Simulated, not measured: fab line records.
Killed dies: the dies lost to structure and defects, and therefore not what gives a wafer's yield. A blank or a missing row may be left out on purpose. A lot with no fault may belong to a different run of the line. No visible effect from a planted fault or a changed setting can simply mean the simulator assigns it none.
fab line records ; flow nand-harc ; part 1 of 2: steps 1 to 4 of 6
[record] lots = 23; wafers = 69; last-day = 33
route steps=1302 shown A_SGD_CUT@906 A_SLIT@934
lots with no fault: from the same line, run without faults
start-h: hours from the record's first day to the start of the lot's first wafer shown ; wait-h: hours elapsed since this lot's preceding step ; " identical to the entry in the row above ; L1.1+2: a single row standing in for several wafers ; - no value present, or no start provided ; * or withheld: withheld ; < > ~ a bound
route shown NAME@n: a module of which the file shows steps, and the number in the route of the first ; usual: mean/standard deviation of fault-free wafers ; same: alike in all rows ; chamber/n: place in a boat ; sites: readings site by site ; _std_site: the standard deviation of these ; _edge_site: inner sites' mean taken away from outer sites' mean ; radius-mm: how far each site lies from the wafer's centre ; mask NAME#n: copy n ; behind: the tool/chamber that last shaped the wafer ; hold: why the lot was held/for how many hours/how that ended ; device: transistor that didn't switch, given as n, p or np ; end of line: the same wafers' tests at the end of the route ; where a step has no rows: the recipe by itself ; killed: dies lost to structure and defects at the first sort, not the wafer's yield ; map: a wafer's dies, marking killed ones x, the rest . and places with no die _
set.NAME: setting as actually run; set.NAME@STEP: the setting as run at that earlier step ; model.NAME: the simulator's own value behind a step, which no gauge read
the route's steps for a sample of lots (tables are steps, rows are wafers)
services: from which hour (start-h, from the record's first day; less than 0 if before it) a tool's chamber was out of use, for how many hours, and why
[[steps]]
[step NHARC_A_SGD_CUT_ETCH_59]
[recipe] target-depth-a = 2600; over-etch-frac = 0.25; time-s = 406.25; ion-energy-ev = 200; n2-flow-sccm = 150; h2-flow-sccm = 150; ar-flow-sccm = 0; rf-w = 400; bias-w = 150; chemistry = N2/H2
[usual] drypump-motor-current-A = 5.9/0.37; h2-flow-sccm = 150.0/0.45; oes-product-au = 1.003/0.013; rf-vpp-V = 431.1/2.6; showerhead-plenum-p-Torr = 2.06/0.095; throttle-valve-pct = 14.172/0.0096
lot.wafer;tool;chamber;start-h;wait-h;drypump-motor-current-A;h2-flow-sccm;oes-product-au;rf-hours-counter-h;rf-vpp-V;showerhead-plenum-p-Torr;throttle-valve-pct
L074.4;rie-diel-07;2;-;-;5.7;149.5;1.024;14;425.5;1.89;14.170
L074.3;rie-diel-07;3;-;-;6.2;149.7;0.982;13;432.1;2.08;14.158
L074.5;rie-diel-07;2;-;-;5.7;149.7;1.014;-;427.1;1.89;14.173
L075.1;rie-diel-10;1;-;-;5.9;150.0;1.004;2;428.2;1.98;14.159
L075.4;rie-diel-10;2;-;-;5.6;150.0;0.994;2;433.5;2.17;14.169
L075.5;rie-diel-10;2;-;-;5.6;149.9;0.990;-;433.5;2.17;14.165
L076.4;rie-diel-04;2;-;-;6.5;149.9;1.018;5;427.2;1.98;14.168
L076.3;rie-diel-04;0;-;-;6.4;150.7;0.999;6;434.7;2.15;14.177
L076.1;rie-diel-04;1;-;-;5.2;149.6;1.015;6;429.7;2.02;14.169
L077.2;rie-diel-10;1;-;-;5.9;149.9;1.000;3;430.1;1.98;14.171
L077.4;rie-diel-10;3;-;-;6.2;149.9;1.002;2;428.3;1.96;14.157
L077.6;rie-diel-10;1;-;-;5.9;149.6;1.008;-;428.3;1.98;14.177
L078.1;rie-diel-04;1;-;-;5.2;149.9;1.005;7;430.0;2.02;14.182
L078.4;rie-diel-04;2;-;-;6.5;149.7;1.016;6;429.3;1.98;14.179
L078.6;rie-diel-04;1;-;-;5.2;150.5;1.010;-;430.1;2.02;14.165
L079.1;rie-diel-10;1;-;-;5.9;149.6;1.001;3;429.2;1.98;14.168
L079.2;rie-diel-10;0;-;-;5.5;150.3;1.016;3;434.5;2.15;14.173
L079.6;rie-diel-10;1;-;-;5.9;149.8;1.005;-;430.0;1.98;14.170
L081.3;rie-diel-10;3;-;-;6.2;149.2;0.994;4;428.4;1.96;14.179
L081.1;rie-diel-10;1;-;-;5.9;149.6;1.000;5;430.2;1.98;14.158
L081.5;rie-diel-10;0;-;-;5.5;150.7;1.018;-;433.6;2.15;14.183
L082.3;rie-diel-07;1;-;-;6.4;150.7;0.998;4;430.8;2.05;14.178
L082.1;rie-diel-07;3;-;-;6.2;150.2;1.001;4;431.6;2.08;14.156
L082.4;rie-diel-07;0;-;-;6.2;149.8;0.991;4;436.1;2.17;14.180
L085.3;rie-diel-10;0;-;-;5.5;149.6;1.015;7;432.7;2.15;14.179
L085.2;rie-diel-10;2;-;-;5.6;150.6;1.006;7;432.6;2.16;14.177
L085.6;rie-diel-10;1;-;-;5.9;150.2;1.009;-;429.0;1.98;14.174
L083.4;rie-diel-04;3;-;-;5.9;150.0;1.001;0;433.6;2.18;14.158
L083.2;rie-diel-04;0;-;-;6.5;150.4;1.003;0;434.6;2.15;14.169
L083.5;rie-diel-04;3;-;-;5.9;150.3;1.000;-;434.6;2.18;14.160
L084.4;rie-diel-07;3;-;-;6.2;150.5;0.987;6;431.9;2.08;14.168
L084.1;rie-diel-07;1;-;-;6.4;149.6;0.997;6;429.5;2.05;14.161
L084.3;rie-diel-07;2;-;-;5.8;150.2;1.025;6;426.9;1.89;14.199
L086.4;rie-diel-04;3;-;-;5.9;149.8;1.018;2;434.8;2.18;14.192
L086.1;rie-diel-04;0;-;-;6.4;149.8;1.007;2;432.6;2.15;14.183
L086.6;rie-diel-04;3;-;-;6.0;149.0;1.016;-;433.0;2.18;14.154
L087.1;rie-diel-10;0;-;-;5.5;149.5;1.008;9;433.8;2.15;14.185
L087.3;rie-diel-10;1;-;-;5.9;150.1;1.011;9;427.8;1.98;14.166
L087.4;rie-diel-10;3;-;-;6.2;149.7;0.985;9;429.5;1.96;14.175
L088.3;rie-diel-10;3;-;-;6.2;151.0;0.992;9;427.7;1.96;14.168
L088.4;rie-diel-10;2;-;-;5.6;150.3;0.991;9;434.3;2.16;14.175
L088.6;rie-diel-10;0;-;-;5.5;149.7;1.018;-;432.9;2.15;14.170
L089.2;rie-diel-07;2;-;-;5.7;150.7;1.013;10;426.2;1.89;14.159
L089.1;rie-diel-07;3;-;-;6.1;150.2;1.001;11;432.5;2.08;14.166
L089.6;rie-diel-07;1;-;-;6.4;149.4;0.996;-;430.8;2.04;14.173
L090.3;rie-diel-10;3;-;-;6.2;149.6;0.992;10;427.1;1.96;14.175
L090.4;rie-diel-10;1;-;-;5.9;149.6;1.008;11;429.0;1.98;14.165
L090.5;rie-diel-10;2;-;-;5.6;149.7;0.999;-;433.7;2.16;14.170
L092.1;rie-diel-04;3;-;-;5.9;149.7;1.021;5;434.5;2.18;14.170
L092.2;rie-diel-04;2;-;-;6.5;149.7;0.991;5;429.5;1.98;14.177
L092.6;rie-diel-04;3;-;-;5.9;150.0;1.002;-;434.7;2.18;14.172
L091.2;rie-diel-10;3;-;-;6.2;149.2;0.989;1;428.9;1.96;14.185
L091.1;rie-diel-10;2;-;-;5.6;150.6;0.999;1;434.3;2.16;14.167
L091.6;rie-diel-10;3;-;-;6.2;149.8;0.976;-;428.2;1.96;14.161
L093.1;rie-diel-07;0;-;-;6.1;150.2;0.999;14;435.5;2.17;14.175
L093.5;rie-diel-07;3;-;-;6.1;149.9;0.988;-;431.8;2.08;14.190
L093.6;rie-diel-07;0;-;-;6.1;150.0;1.002;-;434.2;2.17;14.183
L095.1;rie-diel-04;3;-;-;5.9;150.1;1.017;7;433.1;2.18;14.177
L095.3;rie-diel-04;0;-;-;6.4;149.5;1.014;6;432.4;2.15;14.182
L095.5;rie-diel-04;2;-;-;6.4;150.3;1.000;-;429.5;1.98;14.178
L096.4;rie-diel-10;1;-;-;5.9;150.2;0.993;1;429.5;1.98;14.153
L096.1;rie-diel-10;2;-;-;5.6;150.4;1.003;2;433.8;2.16;14.166
L096.2;rie-diel-10;3;-;-;6.2;149.3;0.979;1;428.5;1.96;14.175
L094.4;rie-diel-10;2;-;-;5.6;149.2;1.011;2;432.8;2.16;14.175
L094.1;rie-diel-10;0;-;-;5.5;149.4;0.987;2;435.1;2.15;14.169
L094.6;rie-diel-10;2;-;-;5.6;150.9;1.009;-;432.7;2.16;14.150
L097.1;rie-diel-07;3;-;-;6.1;151.6;0.986;1;432.4;2.07;14.171
L097.4;rie-diel-07;1;-;-;6.5;149.8;1.016;1;430.2;2.04;14.173
L097.6;rie-diel-07;3;-;-;6.1;150.6;0.978;-;432.1;2.07;14.181
[step NHARC_A_SGD_CUT_INSPECT_25]
[usual] raw-defect-count = 378/73
lot.wafer;tool;chamber;start-h;wait-h;raw-defect-count
L074.3;defect-inspect-01;-;455.78;-;452
L074.4;defect-inspect-01;-;455.78;-;323
L074.5;defect-inspect-01;-;455.78;-;368
L075.1;defect-inspect-02;-;462.88;-;348
L075.4;defect-inspect-02;-;462.88;-;253
L075.5;defect-inspect-02;-;462.88;-;404
L076.1;defect-inspect-01;-;473.60;-;332
L076.3;defect-inspect-01;-;473.60;-;324
L076.4;defect-inspect-01;-;473.60;-;220
L078.1;defect-inspect-01;-;483.13;-;447
L078.4;defect-inspect-01;-;483.13;-;419
L078.6;defect-inspect-01;-;483.13;-;429
L077.2;defect-inspect-02;-;483.19;-;335
L077.4;defect-inspect-02;-;483.19;-;289
L077.6;defect-inspect-02;-;483.19;-;385
L079.1;defect-inspect-01;-;483.25;-;531
L079.2;defect-inspect-01;-;483.25;-;449
L079.6;defect-inspect-01;-;483.25;-;456
L081.1;defect-inspect-01;-;509.44;-;307
L081.3;defect-inspect-01;-;509.44;-;248
L081.5;defect-inspect-01;-;509.44;-;256
L082.1;defect-inspect-02;-;527.98;-;308
L082.3;defect-inspect-02;-;527.98;-;372
L082.4;defect-inspect-02;-;527.98;-;359
L084.1;defect-inspect-02;-;549.21;-;361
L084.3;defect-inspect-02;-;549.21;-;493
L084.4;defect-inspect-02;-;549.21;-;369
L085.2;defect-inspect-01;-;549.21;-;480
L085.3;defect-inspect-01;-;549.21;-;438
L085.6;defect-inspect-01;-;549.21;-;437
L083.2;defect-inspect-02;-;549.23;-;407
L083.4;defect-inspect-02;-;549.23;-;364
L083.5;defect-inspect-02;-;549.23;-;313
L086.1;defect-inspect-02;-;582.30;-;436
L086.4;defect-inspect-02;-;582.30;-;276
L086.6;defect-inspect-02;-;582.30;-;387
L087.1;defect-inspect-02;-;587.89;-;535
L087.3;defect-inspect-02;-;587.89;-;438
L087.4;defect-inspect-02;-;587.89;-;396
L088.3;defect-inspect-01;-;587.89;-;292
L088.4;defect-inspect-01;-;587.89;-;363
L088.6;defect-inspect-01;-;587.89;-;301
L089.1;defect-inspect-02;-;587.94;-;342
L089.2;defect-inspect-02;-;587.94;-;487
L089.6;defect-inspect-02;-;587.94;-;439
L090.3;defect-inspect-01;-;600.30;-;451
L090.4;defect-inspect-01;-;600.30;-;311
L090.5;defect-inspect-01;-;600.30;-;383
L092.1;defect-inspect-02;-;615.29;-;493
L092.2;defect-inspect-02;-;615.29;-;351
L092.6;defect-inspect-02;-;615.29;-;466
L091.1;defect-inspect-01;-;615.32;-;495
L091.2;defect-inspect-01;-;615.32;-;352
L091.6;defect-inspect-01;-;615.32;-;466
L093.1;defect-inspect-02;-;627.73;-;302
L093.5;defect-inspect-02;-;627.73;-;322
L093.6;defect-inspect-02;-;627.73;-;383
L095.1;defect-inspect-01;-;649.01;-;384
L095.3;defect-inspect-01;-;649.01;-;334
L095.5;defect-inspect-01;-;649.01;-;332
L096.1;defect-inspect-02;-;649.06;-;273
L096.2;defect-inspect-02;-;649.06;-;430
L096.4;defect-inspect-02;-;649.06;-;334
L094.1;defect-inspect-01;-;656.95;-;336
L094.4;defect-inspect-01;-;656.95;-;349
L094.6;defect-inspect-01;-;656.95;-;320
L097.1;defect-inspect-02;-;673.84;-;401
L097.4;defect-inspect-02;-;673.84;-;416
L097.6;defect-inspect-02;-;673.84;-;317
[step NHARC_A_SLIT_OVL_MEAS_10]
[usual] overlay-x-nm = 0.0/0.85; overlay-y-nm = -0.1/0.7
lot.wafer;tool;chamber;start-h;wait-h;overlay-x-nm;overlay-y-nm
L074.3;overlay-02;-;460.75;-;-0.1;-1.4
L074.4;overlay-02;-;460.75;-;-0.1;-0.9
L074.5;overlay-02;-;460.75;-;0.0;-1.1
L075.1;overlay-01;-;468.34;-;-0.1;-0.5
L075.4;overlay-01;-;468.34;-;0.1;-0.2
L075.5;overlay-01;-;468.34;-;0.3;-0.2
L076.1;overlay-01;-;478.52;-;-0.5;0.0
L076.3;overlay-01;-;478.52;-;-1.1;0.4
L076.4;overlay-01;-;478.52;-;-1.4;0.2
L078.1;overlay-01;-;488.44;-;-0.8;-0.6
L078.4;overlay-01;-;488.44;-;-1.0;-0.4
L078.6;overlay-01;-;488.44;-;-0.9;-0.2
L077.2;overlay-01;-;490.25;-;-0.8;-0.3
L077.4;overlay-01;-;490.25;-;-1.0;0.1
L077.6;overlay-01;-;490.25;-;-0.7;-0.6
L079.1;overlay-02;-;492.30;-;1.7;0.8
L079.2;overlay-02;-;492.30;-;0.8;0.6
L079.6;overlay-02;-;492.30;-;1.4;1.1
L081.1;overlay-01;-;514.74;-;-0.2;-0.1
L081.3;overlay-01;-;514.74;-;-0.3;0.1
L081.5;overlay-01;-;514.74;-;0.1;0.7
L082.1;overlay-01;-;535.91;-;-1.0;-0.9
L082.3;overlay-01;-;535.91;-;-1.0;-1.5
L082.4;overlay-01;-;535.91;-;-0.9;-0.5
L084.1;overlay-01;-;555.78;-;-0.3;0.7
L084.3;overlay-01;-;555.78;-;-0.2;0.3
L084.4;overlay-01;-;555.78;-;-0.8;0.6
L085.2;overlay-02;-;556.77;-;1.7;0.9
L085.3;overlay-02;-;556.77;-;0.9;0.0
L085.6;overlay-02;-;556.77;-;0.6;0.0
L083.2;overlay-01;-;557.58;-;1.1;-0.6
L083.4;overlay-01;-;557.58;-;1.6;-0.5
L083.5;overlay-01;-;557.58;-;1.3;-0.9
L086.1;overlay-02;-;587.67;-;-1.1;-0.9
L086.4;overlay-02;-;587.67;-;-1.2;-0.9
L086.6;overlay-02;-;587.67;-;-1.4;-1.2
L087.1;overlay-02;-;592.82;-;1.3;0.3
L087.3;overlay-02;-;592.82;-;1.2;0.3
L087.4;overlay-02;-;592.82;-;0.7;0.5
L088.3;overlay-01;-;592.97;-;1.1;0.9
L088.4;overlay-01;-;592.97;-;0.5;0.9
L088.6;overlay-01;-;592.97;-;0.5;1.2
L089.1;overlay-02;-;593.13;-;0.2;0.5
L089.2;overlay-02;-;593.13;-;0.6;0.6
L089.6;overlay-02;-;593.13;-;0.4;1.0
L090.3;overlay-01;-;605.16;-;-0.8;-0.7
L090.4;overlay-01;-;605.16;-;-0.7;-1.3
L090.5;overlay-01;-;605.16;-;0.0;-0.7
L092.1;overlay-02;-;620.70;-;-0.2;-0.1
L092.2;overlay-02;-;620.70;-;-0.2;-0.2
L092.6;overlay-02;-;620.70;-;0.0;0.0
L091.1;overlay-01;-;621.29;-;0.1;-0.1
L091.2;overlay-01;-;621.29;-;0.1;0.1
L091.6;overlay-01;-;621.29;-;0.3;0.3
L093.1;overlay-02;-;635.03;-;-0.8;-0.2
L093.5;overlay-02;-;635.03;-;-0.4;0.1
L093.6;overlay-02;-;635.03;-;-0.6;-0.5
L095.1;overlay-01;-;653.82;-;0.5;-0.7
L095.3;overlay-01;-;653.82;-;1.3;-0.9
L095.5;overlay-01;-;653.82;-;0.4;-0.6
L096.1;overlay-02;-;654.12;-;-0.1;0.6
L096.2;overlay-02;-;654.12;-;-0.5;0.4
L096.4;overlay-02;-;654.12;-;-0.8;0.6
L094.1;overlay-01;-;665.04;-;-0.8;-0.5
L094.4;overlay-01;-;665.04;-;-0.4;-0.4
L094.6;overlay-01;-;665.04;-;-0.5;-0.1
L097.1;overlay-02;-;680.04;-;1.6;-1.6
L097.4;overlay-02;-;680.04;-;2.1;-1.2
L097.6;overlay-02;-;680.04;-;1.7;-1.4
[step NHARC_A_SLIT_ETCH_15]
[recipe] target-depth-a = 62000; over-etch-frac = 0.3; time-s = 1612; ion-energy-ev = 150; o2-flow-sccm = 400; cos-flow-sccm = 20; ar-flow-sccm = 0; rf-w = 500; bias-w = 300; chemistry = O2/COS
[usual] drypump-motor-current-A = 5.9/0.52; oes-product-au = 1.004/0.016; rf-vpp-V = 314.7/1.9; showerhead-plenum-p-Torr = 3.16/0.13; throttle-valve-pct = 28.330/0.0088
lot.wafer;tool;chamber;start-h;wait-h;drypump-motor-current-A;oes-product-au;rf-hours-counter-h;rf-vpp-V;showerhead-plenum-p-Torr;throttle-valve-pct
L074.3;rie-diel-05;3;-;-;6.8;1.004;3.1;314.0;3.20;28.341
L074.4;rie-diel-05;2;-;-;6.0;1.011;2.6;317.0;3.35;28.334
L074.5;rie-diel-05;0;-;-;5.3;1.013;-;315.3;3.25;28.317
L075.4;rie-diel-02;2;-;-;5.8;1.011;2.3;317.1;3.31;28.314
L075.1;rie-diel-02;1;-;-;5.0;0.982;2.8;312.7;2.98;28.318
L075.5;rie-diel-02;2;-;-;5.8;1.013;-;316.6;3.31;28.327
L076.1;rie-diel-05;0;-;-;5.2;1.025;4.3;316.2;3.25;28.320
L076.3;rie-diel-05;3;-;-;6.8;0.993;4.7;315.5;3.20;28.333
L076.4;rie-diel-05;3;-;-;6.7;0.999;-;315.6;3.20;28.318
L078.4;rie-diel-05;1;-;-;5.7;1.018;4.7;315.9;3.25;28.330
L078.1;rie-diel-05;0;-;-;5.3;1.016;5.2;316.8;3.25;28.328
L078.6;rie-diel-05;2;-;-;6.0;1.005;-;317.2;3.35;28.346
L077.4;rie-diel-13;1;-;-;5.9;1.015;8.5;314.6;3.11;28.347
L077.2;rie-diel-13;2;-;-;6.1;1.042;6.2;314.5;3.18;28.328
L077.6;rie-diel-13;1;-;-;5.9;1.014;-;314.5;3.11;28.317
L079.1;rie-diel-13;2;-;-;6.1;1.043;6.7;314.2;3.18;28.338
L079.2;rie-diel-13;3;-;-;6.3;0.987;10.1;312.2;3.04;28.329
L079.6;rie-diel-13;2;-;-;6.1;1.049;-;313.5;3.18;28.350
L081.3;rie-diel-02;2;-;-;5.8;1.014;4.5;316.4;3.31;28.331
L081.1;rie-diel-02;1;-;-;4.9;0.978;4.9;311.7;2.98;28.323
L081.5;rie-diel-02;3;-;-;5.6;1.003;-;313.2;3.04;28.320
L082.4;rie-diel-05;3;-;-;6.8;1.011;6.6;315.5;3.20;28.335
L082.3;rie-diel-05;0;-;-;5.3;1.025;6.4;316.4;3.25;28.330
L082.1;rie-diel-05;1;-;-;5.7;1.024;6.4;316.4;3.25;28.330
L084.1;rie-diel-02;1;-;-;4.9;0.994;6.5;311.7;2.98;28.334
L084.4;rie-diel-02;3;-;-;5.6;1.014;6.3;312.0;3.04;28.336
L084.3;rie-diel-02;0;-;-;6.7;0.974;6.5;311.1;3.01;28.330
L085.2;rie-diel-05;0;-;-;5.3;1.023;7.9;315.6;3.25;28.326
L085.3;rie-diel-05;2;-;-;6.0;1.018;6.2;318.5;3.35;28.337
L085.6;rie-diel-05;0;-;-;5.2;1.022;-;316.4;3.25;28.320
L083.2;rie-diel-13;2;-;-;6.1;1.016;1.4;313.1;3.18;28.333
L083.4;rie-diel-13;3;-;-;6.4;0.974;1.3;313.0;3.04;28.334
L083.5;rie-diel-13;1;-;-;5.9;0.974;-;313.4;3.11;28.334
L086.4;rie-diel-02;3;-;-;5.6;0.995;0.5;312.3;3.04;28.339
L086.1;rie-diel-02;0;-;-;6.7;0.990;0.4;312.8;3.01;28.333
L086.6;rie-diel-02;3;-;-;5.6;1.007;-;311.7;3.04;28.335
L087.1;rie-diel-02;0;-;-;6.7;0.989;1.0;312.0;3.01;28.314
L087.3;rie-diel-02;2;-;-;5.8;1.017;1.4;315.0;3.31;28.327
L087.4;rie-diel-02;3;-;-;5.6;1.003;1.4;311.6;3.04;28.336
L088.4;rie-diel-13;3;-;-;6.4;0.990;2.9;314.4;3.04;28.319
L088.3;rie-diel-13;0;-;-;5.8;1.000;2.9;316.5;3.32;28.342
L088.6;rie-diel-13;3;-;-;6.3;0.991;-;313.0;3.04;28.313
L089.2;rie-diel-05;1;-;-;5.7;1.001;0.3;316.4;3.25;28.340
L089.1;rie-diel-05;2;-;-;6.0;1.002;0.3;316.5;3.34;28.335
L089.6;rie-diel-05;0;-;-;5.3;0.988;-;314.8;3.25;28.338
L090.3;rie-diel-02;1;-;-;4.9;0.999;2.2;312.4;2.97;28.318
L090.5;rie-diel-02;1;-;-;5.0;0.995;-;313.5;2.97;28.338
L090.4;rie-diel-02;0;-;-;6.7;0.996;-;312.6;3.01;28.328
L092.2;rie-diel-05;2;-;-;6.0;1.018;1.3;319.2;3.35;28.311
L092.1;rie-diel-05;1;-;-;5.7;0.998;1.8;316.5;3.25;28.331
L092.6;rie-diel-05;2;-;-;6.0;1.018;-;316.7;3.34;28.328
L091.2;rie-diel-13;1;-;-;5.9;0.985;5.4;314.6;3.11;28.327
L091.1;rie-diel-13;2;-;-;6.1;1.026;5.4;315.5;3.17;28.333
L091.6;rie-diel-13;0;-;-;5.8;1.004;-;316.0;3.32;28.315
L093.1;rie-diel-02;0;-;-;6.7;0.998;3.9;313.0;3.00;28.343
L093.5;rie-diel-02;2;-;-;5.8;0.996;-;315.9;3.31;28.327
L093.6;rie-diel-02;3;-;-;5.7;1.004;-;312.7;3.04;28.326
L095.1;rie-diel-02;2;-;-;5.8;1.011;4.4;316.7;3.31;28.333
L095.3;rie-diel-02;0;-;-;6.7;0.990;5.3;312.5;3.00;28.328
L095.5;rie-diel-02;1;-;-;5.0;0.993;-;311.4;2.97;28.335
L096.1;rie-diel-13;1;-;-;5.9;0.991;6.8;313.9;3.11;28.344
L096.2;rie-diel-13;2;-;-;6.1;1.016;6.3;314.7;3.17;28.313
L096.4;rie-diel-13;3;-;-;6.4;0.984;6.4;312.3;3.04;28.318
L094.4;rie-diel-02;1;-;-;5.0;0.989;7.0;310.9;2.97;28.332
L094.1;rie-diel-02;3;-;-;5.6;1.000;6.3;312.7;3.04;28.327
L094.6;rie-diel-02;0;-;-;6.7;1.000;-;311.8;3.00;28.332
L097.1;rie-diel-13;1;-;-;5.9;0.982;8.1;313.2;3.11;28.329
L097.4;rie-diel-13;0;-;-;5.8;1.007;7.5;317.9;3.32;28.328
L097.6;rie-diel-13;2;-;-;6.1;1.018;-;315.4;3.17;28.326
